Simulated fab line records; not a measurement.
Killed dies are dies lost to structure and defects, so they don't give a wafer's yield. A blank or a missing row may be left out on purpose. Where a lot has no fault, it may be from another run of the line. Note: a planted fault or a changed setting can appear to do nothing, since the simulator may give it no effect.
fab line records	flow n5Finfet
record: lots: 6	wafers: 17	lastDay: 19
route steps=1938 shown BEOL_M9@1448 PASSIVATION@1936
lots that met no fault: from a run of the same line without faults
startH: the number of hours between the record's first day and the start of the first shown wafer of the lot	waitH: hours from the lot's prior step to this one	" unchanged from the row above	L1.1+2: a row that stands for several wafers	- either no value or no given start	* or withheld: withheld	< > ~ a bound
route shown NAME@n: a module of which the file shows steps, and the number in the route of the first	usual: mean and standard deviation over wafers with no fault	same: alike in all rows	chamber/n: place in a boat	sites: each site's reading	_std_site: the standard deviation of these	_edge_site: inner sites' mean taken away from outer sites' mean	radiusMm: how far each site lies from the wafer's centre	mask NAME#n: copy n	behind: the most recent tool/chamber to have shaped the wafer	hold: the reason the lot was held/the length of the hold in hours/how it ended	device: the n, p or np transistor that did not switch	end of line: the route-end tests of the same wafers	for a step that has no rows: nothing shown but its recipe	killed: count of dies lost to structure and defects at first sort (not the wafer's yield)	map: the dies of a wafer, with x for killed, . for not killed, _ for no die there
set.NAME: the setting the step ran with; set.NAME@STEP: the setting that earlier step ran with	model.NAME: the simulator's own value behind a step, which no gauge read
certain route steps with their lots: each step a table, each wafer a row
services: a tool's chamber out of use, with start hour (startH, from the record's first day; less than 0 if before it), hours out, and reason
== steps ==
step: N5_BEOL_M9_STRIP_80
recipe: chemistry: N2/H2	timeS: 10	powerW: 450	tempC: 40	pressureMtorr: 20	rfFrequencyHz: 6e+07	biasPowerW: 7	n2FlowSccm: 200	h2FlowSccm: 200
usual: drypumpMotorCurrentA: 5.5/0.51	oesProductAu: 0.79/0.084	rfVppV: 59.3/0.85	showerheadPlenumPTorr: 2.56/0.1	throttleValvePct: 23.63/0.3
lot.wafer	tool	chamber	startH	waitH	drypumpMotorCurrentA	oesProductAu	rfHoursCounterH	rfVppV	showerheadPlenumPTorr	throttleValvePct
L133.1	rieDiel-05	3	-	-	6.1	0.87	50	59.6	2.45	23.29
L133.3	"	1	"	"	5.6	0.83	72	59.3	2.68	23.60
L133.5	"	1	"	"	5.6	0.83	-	60.2	2.68	23.60
L136.1	rieDiel-03	2	-	-	6.1	0.97	3	58.2	2.60	23.08
L136.3	"	0	"	"	4.9	0.74	179	59.0	2.43	23.91
L136.5	"	1	"	"	6.1	0.70	-	59.1	2.52	23.84
L147.2	rieDiel-04	0	-	-	5.3	0.72	191	60.5	2.53	23.42
L147.3	"	1	"	"	4.9	0.73	193	60.4	2.62	24.25
L147.5	"	0	"	"	5.3	0.71	-	59.1	2.53	23.42
L148.2	rieDiel-05	3	-	-	6.1	0.83	71	57.5	2.45	23.33
L148.5	"	1	"	"	5.6	0.78	-	59.6	2.67	23.64
L149.1	rieDiel-04	1	-	-	4.9	0.71	199	59.0	2.62	24.27
L149.3	"	0	"	"	5.3	0.71	196	59.1	2.53	23.43
L149.4	"	2	"	"	5.1	0.69	234	59.1	2.39	23.47
L155.1	rieDiel-04	3	-	-	4.9	0.72	220	59.2	2.60	23.84
L155.2	"	0	"	"	5.3	0.70	215	59.9	2.52	23.46
L155.6	"	3	"	"	4.9	0.71	-	59.0	2.60	23.85
step: N5_BEOL_M9_OCD_MEAS_38
usual: trenchDepthNm: 151.3/2.9
lot.wafer	tool	chamber	startH	waitH	trenchDepthNm
L133.1	ocd-01	-	240.02	-	151.2
L133.3	"	-	"	"	155.6
L133.5	"	-	"	"	155.4
L136.1	ocd-01	-	247.51	-	157.9
L136.3	"	-	"	"	149.1
L136.5	"	-	"	"	147.8
L147.2	ocd-01	-	310.01	-	149.5
L147.3	"	-	"	"	146.9
L147.5	"	-	"	"	149.9
L148.2	ocd-01	-	319.06	-	152.0
L148.5	"	-	"	"	154.4
L149.1	ocd-02	-	323.63	-	146.2
L149.3	"	-	"	"	151.1
L149.4	"	-	"	"	149.9
L155.1	ocd-01	-	385.50	-	148.8
L155.2	"	-	"	"	150.3
L155.6	"	-	"	"	150.2
step: N5_BEOL_M9_HM_STRIP_39
recipe: chemistry: peroxideTinStrip	material: TiN	targetDepthA: 250	tempC: 50	timeS: 158
step: N5_BEOL_M9_SRD_40
recipe: timeS: 30	tempC: 23	rinseLiquid: diw	dry: ipaMarangoni
step: N5_BEOL_M9_PRECLEAN_42
recipe: chemistry: residueRemover	timeS: 60	tempC: 40
step: N5_BEOL_M9_SRD_43
recipe: timeS: 30	tempC: 23	rinseLiquid: diw	dry: ipaMarangoni
step: N5_BEOL_M9_CD_MEAS_35
recipe: targetCdNm: 70	targetCdYNm: 40	polarity: opening
usual: cdNm: 70.2/0.69
lot.wafer	tool	chamber	startH	waitH	cdNm
L133.1	cdSem-03	-	240.18	0.0	69.4
L133.3	"	-	"	"	70.3
L133.5	"	-	"	"	69.5
L136.1	cdSem-01	-	247.67	0.0	68.0
L136.3	"	-	"	"	68.8
L136.5	"	-	"	"	68.8
L147.2	cdSem-03	-	310.17	0.0	69.6
L147.3	"	-	"	"	70.2
L147.5	"	-	"	"	71.0
L148.2	cdSem-01	-	319.22	0.0	69.6
L148.5	"	-	"	"	68.9
L149.1	cdSem-02	-	323.78	0.0	70.1
L149.3	"	-	"	"	71.0
L149.4	"	-	"	"	69.9
L155.1	cdSem-02	-	385.65	0.0	70.3
L155.2	"	-	"	"	70.5
L155.6	"	-	"	"	69.1
step: N5_BEOL_M9_CURE_72
recipe: tempC: 370	timeS: 120	ambient: DMADMS/He	material: SiCOH_lowk
step: N5_BEOL_M9_DEGAS_44
recipe: ambient: vacuum	tempC: 250	timeS: 60
usual: heaterPowerW: 323/31
lot.wafer	tool	chamber	startH	waitH	heaterPowerW
L133.1	pvdSputter-03	-	240.55	0.3	294
L133.3	"	-	"	"	330
L133.5	"	-	"	"	315
L136.1	pvdSputter-03	-	248.07	0.3	291
L136.3	"	-	"	"	322
L136.5	"	-	"	"	319
L147.2	pvdSputter-01	-	310.54	0.2	313
L147.3	"	-	"	"	370
L147.5	"	-	"	"	308
L148.2	pvdSputter-03	-	319.85	0.5	297
L148.5	"	-	"	"	287
L149.1	pvdSputter-03	-	324.50	0.6	326
L149.3	"	-	"	"	288
L149.4	"	-	"	"	324
L155.1	pvdSputter-03	-	386.09	0.3	325
L155.2	"	-	"	"	292
L155.6	"	-	"	"	323
step: N5_BEOL_M9_PRE_CLEAN_45
recipe: gas: H2/He	timeS: 30	tempC: 250
step: N5_BEOL_M9_ALD_74
recipe: material: TaN	targetThkA: 20	tempC: 275	aldPrecursorFamily: PDMAT	aldCoReactant: NH3	pressureTorr: 3	carrierFlowSccm: 1500	pulseTimeS: 2	purgeTimeS: 3	coReactantPurgeTimeS: 2	coReactantPulseTimeS: 3	aldCycles: 40	precursorVesselTempC: 75	precursorVesselPressureTorr: 26.25	precursorVesselCarrierSccm: 1000
usual: chamberPressureTorr: 3.000/0.0061	heaterPowerW: 405/43	precursorVesselCarrierSccm: 1000/3.1	precursorVesselTempC: 74.99/0.12
lot.wafer	tool	chamber	startH	waitH	chamberPressureTorr	heaterPowerW	precursorVesselCarrierSccm	precursorVesselTempC
L133.1	aldMetal-04	1	240.78	0.2	2.986	444	1000	75.09
L133.3	"	3	"	"	3.009	412	1001	74.98
L133.5	"	0	"	"	2.996	485	999	74.98
L136.1	aldMetal-01	3	248.18	0.1	2.997	429	996	74.92
L136.3	"	1	"	"	2.995	352	1000	74.80
L136.5	"	1	"	"	2.994	364	1003	75.06
L147.2	aldMetal-02	3	310.64	0.0	3.005	398	999	75.08
L147.3	"	1	"	"	2.998	385	998	74.72
L147.5	"	3	"	"	3.006	400	1001	74.98
L148.2	aldMetal-02	1	319.95	0.0	3.004	367	1000	74.78
L148.5	"	1	"	"	2.992	363	1001	75.05
L149.1	aldMetal-02	3	324.60	0.0	2.997	405	1001	75.06
L149.3	"	2	"	"	2.999	373	1003	74.88
L149.4	"	0	"	"	2.990	394	1001	75.23
L155.1	aldMetal-04	3	386.19	0.0	2.999	407	998	75.03
L155.2	"	1	"	"	2.997	438	1001	75.03
L155.6	"	2	"	"	3.011	537	1004	74.95
step: N5_BEOL_M9_SURFACE_TREAT_79
recipe: gas: Ar	timeS: *	ionEnergyEv: *	ionCurrentMaCm2: 0.5	pressureMtorr: *	arFlowSccm: 30
usual: throttleValvePct: *
lot.wafer	tool	chamber	startH	waitH	throttleValvePct
L133.1	pvdSputter-01	-	242.51	1.6	*
L133.3	"	-	"	"	*
L133.5	"	-	"	"	*
L136.1	pvdSputter-03	-	248.46	0.2	*
L136.3	"	-	"	"	*
L136.5	"	-	"	"	*
L147.2	pvdSputter-02	-	310.97	0.2	*
L147.3	"	-	"	"	*
L147.5	"	-	"	"	*
L148.2	pvdSputter-01	-	320.29	0.2	*
L148.5	"	-	"	"	*
L149.1	pvdSputter-03	-	325.02	0.3	*
L149.3	"	-	"	"	*
L149.4	"	-	"	"	*
L155.1	pvdSputter-01	-	386.89	0.6	*
L155.2	"	-	"	"	*
L155.6	"	-	"	"	*
step: N5_BEOL_M9_CVD_78
recipe: material: Co	targetThkA: 20	tempC: withheld	precursor: CCTBA/H2	pressureTorr: 30	timeS: 138.9
usual: chamberPressureTorr: 29.99/0.064	runLengthS: 161.6/0.59
lot.wafer	tool	chamber	startH	waitH	chamberPressureTorr	runLengthS
L133.1	cvdCo-02	2	242.80	0.3	29.95	161.3
L133.3	"	1	"	"	30.01	163.1
L133.5	"	0	"	"	30.12	161.9
L136.1	cvdCo-01	2	248.66	0.2	30.06	160.8
L136.3	"	0	"	"	29.89	161.8
L136.5	"	1	"	"	30.12	161.4
L147.2	cvdCo-02	0	311.03	0.0	29.93	117.6
L147.3	"	1	"	"	30.09	162.0
L147.5	"	1	"	"	30.02	162.1
L148.2	cvdCo-02	2	320.35	0.0	29.98	116.6
L148.5	"	0	"	"	29.88	162.1
L149.1	cvdCo-01	0	325.09	0.1	29.88	161.8
L149.3	"	2	"	"	29.97	160.7
L149.4	"	0	"	"	29.89	161.8
L155.1	cvdCo-01	2	386.95	0.0	29.95	161.1
L155.2	"	1	"	"	30.13	161.9
L155.6	"	2	"	"	29.94	160.7
step: N5_BEOL_M9_SPUTTER_48
recipe: material: Cu	targetThkA: 120	tempC: -20	biasV: 60	powerW: 26000	chamberPressurePa: 0.13	timeS: 2
usual: throttleValvePct: 29.6/1.2
lot.wafer	tool	chamber	startH	waitH	throttleValvePct
L133.1	pvdSputter-03	-	243.51	0.7	29.9
L133.3	"	-	"	"	29.0
L133.5	"	-	"	"	30.3
L136.1	pvdSputter-02	-	249.45	0.7	31.4
L136.3	"	-	"	"	29.7
L136.5	"	-	"	"	29.7
L147.2	pvdSputter-02	-	311.25	0.2	29.7
L147.3	"	-	"	"	29.5
L147.5	"	-	"	"	29.3
L148.2	pvdSputter-01	-	320.51	0.1	29.9
L148.5	"	-	"	"	30.3
L149.1	pvdSputter-03	-	325.26	0.1	28.3
L149.3	"	-	"	"	30.4
L149.4	"	-	"	"	29.1
L155.1	pvdSputter-01	-	387.49	0.5	27.0
L155.2	"	-	"	"	30.2
L155.6	"	-	"	"	30.2
step: N5_PASSIVATION_PROBE_49
usual: defectLimitedYield: 91.4/1.5	killed_at_M0_to_M3: 35/12	killed_at_M4_up: 13/5.8	killedAtContacts: 12/5.5	killedAtFrontEnd: 36/9.9	killedAtOther: 4/3.7	killedDies: 101/18	killedOpen: 66/13	killedShort: 33/8	sort_bin_5_function: 5.0/1	sort_bin_6_memory: 3.2/0.67	sortNPass: 1079/18	sortYieldPct: 91.4/1.5
same: grossDies: 1180	killedAtBackSide: 0	sort_bin_4_leakage[%]: 0	sort_bin_8_speed[%]: 0
lot.wafer	tool	chamber	startH	waitH	defectLimitedYield[%]	killed_at_M0_to_M3	killed_at_M4_up	killedAtContacts	killedAtFrontEnd	killedAtOther	killedDies	killedOpen	killedShort	sort_bin_5_function[%]	sort_bin_6_memory[%]	sortNPass	sortYieldPct[%]
L133.1	prober-01	-	299.94	0.0	91.8	44	14	5	31	3	97	65	29	5.0	2.9	1083	91.8
L133.3	prober-01	-	300.04	0.1	90.2	39	19	15	41	2	116	66	45	5.5	3.4	1064	90.2
L133.5	prober-01	-	300.14	0.2	89.7	64	7	8	42	1	122	77	44	6.2	3.5	1058	89.7
L136.1	prober-02	-	308.10	0.0	89.7	51	13	11	46	1	122	77	40	5.3	4.2	1058	89.7
L136.3	prober-02	-	308.20	0.1	91.3	39	9	6	44	5	103	63	38	5.0	3.4	1077	91.3
L136.5	prober-02	-	308.30	0.2	91.6	36	14	7	35	7	99	63	34	4.5	3.6	1081	91.6
L147.2	prober-02	-	371.62	0.1	91.2	57	24	3	16	4	104	71	33	4.5	3.9	1076	91.2
L147.3	prober-02	-	371.67	0.1	89.7	52	12	7	44	6	121	77	34	6.0	3.4	1059	89.7
L147.5	prober-02	-	371.77	0.2	91.9	53	12	2	21	8	96	61	34	3.9	3.9	1084	91.9
L148.2	prober-02	-	377.13	0.1	91.4	27	8	17	30	20	102	67	33	5.1	3.3	1078	91.4
L148.5	prober-02	-	377.28	0.2	91.8	33	6	17	27	14	97	52	43	5.0	2.8	1083	91.8
L149.1	prober-01	-	380.61	0.0	88.1	62	8	24	39	7	140	99	40	6.9	4.7	1040	88.1
L149.3	prober-01	-	380.71	0.1	88.8	55	6	23	41	7	132	80	50	6.4	4.3	1048	88.8
L149.4	prober-01	-	380.76	0.2	88.6	63	6	26	27	12	134	86	45	7.6	3.6	1046	88.6
L155.1	prober-02	-	448.23	0.0	91.5	35	16	13	36	0	100	60	39	5.2	3.1	1080	91.5
L155.2	prober-02	-	448.28	0.1	89.9	39	11	15	54	0	119	72	46	5.9	4.0	1061	89.9
L155.6	prober-02	-	448.48	0.3	91.9	33	10	23	28	2	96	58	35	5.2	2.7	1084	91.9
killed by level:class
L133.1 BEOL_M0_SAQP:geometricParticle:open=13 BEOL_M2:geometricParticle:open=11 STI_FIN_REVEAL:geometricParticle:open=10 BEOL_M3:geometricParticle:open=9 BEOL_M4:geometricParticle:open=8 GATE_CUT:geometricParticle:short=5 BEOL_M0_SAQP:geometricParticle:short=5 MOL_CONTACT_COAG:geometricParticle:open=4
L133.3 FIN_SAQP:geometricParticle:short=11 BEOL_M2:geometricParticle:open=11 MOL_CONTACT_COAG:geometricParticle:open=10 BEOL_M3:geometricParticle:short=9 FIN_SAQP:geometricParticle:open=8 BEOL_M4:geometricParticle:open=8 BEOL_M0_SAQP:geometricParticle:short=6 MOL_CONTACT_COAG:geometricParticle:short=5
L133.5 FIN_SAQP:geometricParticle:open=17 BEOL_M3:geometricParticle:open=14 FIN_SAQP:geometricParticle:short=11 BEOL_M0_SAQP:geometricParticle:short=11 BEOL_M2:geometricParticle:open=8 MOL_CONTACT_COAG:geometricParticle:open=8 BEOL_M0_SAQP:geometricParticle:open=8 BEOL_M1:geometricParticle:short=8
L136.1 BEOL_M0_SAQP:geometricParticle:short=19 BEOL_M0_SAQP:geometricParticle:open=18 FIN_SAQP:geometricParticle:open=12 STI_FIN_REVEAL:geometricParticle:open=9 MOL_CONTACT_COAG:geometricParticle:open=7 FIN_SAQP:geometricParticle:short=5 BEOL_M4:geometricParticle:open=5 MOL_CONTACT_COAG:geometricParticle:short=4
L136.3 BEOL_M0_SAQP:geometricParticle:short=14 STI_FIN_REVEAL:geometricParticle:open=13 FIN_SAQP:geometricParticle:short=9 BEOL_M3:geometricParticle:open=9 FIN_SAQP:geometricParticle:open=8 BEOL_M0_SAQP:geometricParticle:open=7 BEOL_M1:geometricParticle:open=7 MOL_CONTACT_COAG:geometricParticle:open=5
L136.5 BEOL_M0_SAQP:geometricParticle:open=12 BEOL_M0_SAQP:geometricParticle:short=11 FIN_SAQP:geometricParticle:open=9 FIN_SAQP:geometricParticle:short=6 DUMMY_GATE:geometricParticle:open=6 MOL_CONTACT_COAG:geometricParticle:open=6 BEOL_M5:geometricParticle:open=4 MIM_BOT:geometricParticle:short=4
L147.2 BEOL_M1:geometricParticle:open=12 BEOL_M0_SAQP:geometricParticle:short=11 BEOL_M4:geometricParticle:open=10 BEOL_M0_SAQP:geometricParticle:open=9 BEOL_M2:geometricParticle:open=9 BEOL_M3:geometricParticle:open=8 BEOL_M5:geometricParticle:open=6 GATE_CUT:geometricParticle:short=5
L147.3 BEOL_M1:geometricParticle:open=12 DUMMY_GATE:geometricParticle:open=9 BEOL_M0_SAQP:geometricParticle:open=9 HKMG_FIN:areaEtch=9 BEOL_M2:geometricParticle:open=8 FIN_SAQP:geometricParticle:open=7 BEOL_M3:geometricParticle:open=6 MOL_CONTACT_COAG:geometricParticle:open=5
L147.5 BEOL_M0_SAQP:geometricParticle:short=16 BEOL_M0_SAQP:geometricParticle:open=15 BEOL_M1:geometricParticle:open=12 BEOL_M5:geometricParticle:open=7 STARTING-WAFER:geometricParticle:short=5 PASS1_CAP:geometricParticle:open=4 FIN_SAQP:geometricParticle:short=3 FIN_CUT:geometricParticle:open=3
L148.2 MOL_CONTACT_COAG:geometricParticle:open=13 BEOL_M3:geometricParticle:open=9 BEOL_M2:geometricParticle:open=8 STI_FIN_REVEAL:geometricParticle:open=6 FIN_SAQP:geometricParticle:open=5 BEOL_M0_SAQP:geometricParticle:open=5 FIN_SAQP:geometricParticle:short=4 PASS1_CAP:geometricParticle:short=4
L148.5 MOL_CONTACT_COAG:geometricParticle:open=14 BEOL_M3:geometricParticle:open=8 BEOL_M0_SAQP:geometricParticle:short=7 MIM_BOT:geometricParticle:short=7 BEOL_M0_SAQP:geometricParticle:open=6 FIN_SAQP:geometricParticle:short=5 ILD0:geometricParticle:short=5 BEOL_M3:geometricParticle:short=5
L149.1 BEOL_M3:geometricParticle:open=19 MOL_CONTACT_COAG:geometricParticle:open=18 BEOL_M0_SAQP:geometricParticle:open=9 BEOL_M1:geometricParticle:open=9 GATE_CUT:geometricParticle:short=8 BEOL_M2:geometricParticle:open=8 FIN_SAQP:geometricParticle:open=7 DUMMY_GATE:geometricParticle:open=7
L149.3 MOL_CONTACT_COAG:geometricParticle:open=17 BEOL_M3:geometricParticle:open=14 BEOL_M2:geometricParticle:open=13 BEOL_M1:geometricParticle:short=11 FIN_SAQP:geometricParticle:open=7 GATE_CUT:geometricParticle:open=7 STI_FIN_REVEAL:geometricParticle:open=6 MOL_CONTACT_COAG:geometricParticle:short=6
L149.4 MOL_CONTACT_COAG:geometricParticle:open=21 BEOL_M3:geometricParticle:open=15 BEOL_M0_SAQP:geometricParticle:short=12 BEOL_M1:geometricParticle:open=11 BEOL_M2:geometricParticle:open=8 BEOL_M0_SAQP:geometricParticle:open=7 DUMMY_GATE:geometricParticle:open=6 GATE_CUT:geometricParticle:short=6
L155.1 FIN_SAQP:geometricParticle:short=12 MOL_CONTACT_COAG:geometricParticle:open=10 BEOL_M0_SAQP:geometricParticle:open=10 FIN_SAQP:geometricParticle:open=6 GATE_CUT:geometricParticle:short=6 BEOL_M0_SAQP:geometricParticle:short=5 BEOL_M1:geometricParticle:open=5 BEOL_M1:geometricParticle:short=5
L155.2 STI_FIN_REVEAL:geometricParticle:open=17 BEOL_M0_SAQP:geometricParticle:short=15 MOL_CONTACT_COAG:geometricParticle:open=12 BEOL_M0_SAQP:geometricParticle:open=7 DUMMY_GATE:geometricParticle:open=6 FIN_SAQP:geometricParticle:short=5 STARTING-WAFER:geometricParticle:short=5 BEOL_M2:geometricParticle:open=5
L155.6 MOL_CONTACT_COAG:geometricParticle:open=17 BEOL_M0_SAQP:geometricParticle:short=10 MOL_CONTACT_COAG:geometricParticle:short=6 BEOL_M0_SAQP:geometricParticle:open=5 BEOL_M1:geometricParticle:open=5 BEOL_M3:geometricParticle:open=5 FIN_SAQP:geometricParticle:open=4 STI_FIN_REVEAL:geometricParticle:open=4
== services ==
tool	chamber	startH	hours	kind
rieDiel-04	2	216.19	9.9	repair
aldMetal-01	-	234.61	8.7	pm
rieDiel-05	3	251.62	3.5	repair
rieDiel-03	-	253.91	0.7	repair
aldMetal-02	-	270.46	0.3	repair
cvdCo-01	1	294.59	7.7	repair
aldMetal-01	3	300.94	12.0	repair
aldMetal-02	0	302.41	19.9	repair
aldMetal-01	0	303.44	30.8	repair
rieDiel-04	3	309.13	11.7	repair
rieDiel-04	1	326.22	4.5	repair
cvdCo-01	1	333.33	-	clean
cvdCo-01	1	333.33	22.0	scheduledDown
cvdCo-01	1	333.33	22.0	ventCycle
aldMetal-04	-	345.73	6.0	pm
cvdCo-01	-	347.99	6.0	pm
rieDiel-04	3	358.52	5.5	repair
cvdCo-01	-	366.67	2.8	pm
rieDiel-04	2	371.62	-	clean
rieDiel-04	2	371.62	-	consumableReplace:focusRing
rieDiel-04	2	371.62	-	consumableReplace:showerhead
rieDiel-04	2	371.62	24.5	scheduledDown
rieDiel-04	2	371.62	24.5	ventCycle
aldMetal-02	-	384.50	8.7	pm
== key ==
firstSign: step: N5_BEOL_M9_CVD_78	reading: runLengthS	direction: down	sigmas: 75	usual: *	struck: *
effect none on later readings
metAt N5_BEOL_M9_CVD_78
struckWafers L147.2,L148.2
onsetBetween 242.80 311.03
fault: kind: processParameterDrift	tool: cvdCo-02	chamber: -	onsetH: 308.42	steps: N5_BEOL_M9_CVD_78	channel: timeS	offset: *	shape: step	endH: 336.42	scope: struckWafersOnly	actsIn: *	stated: *
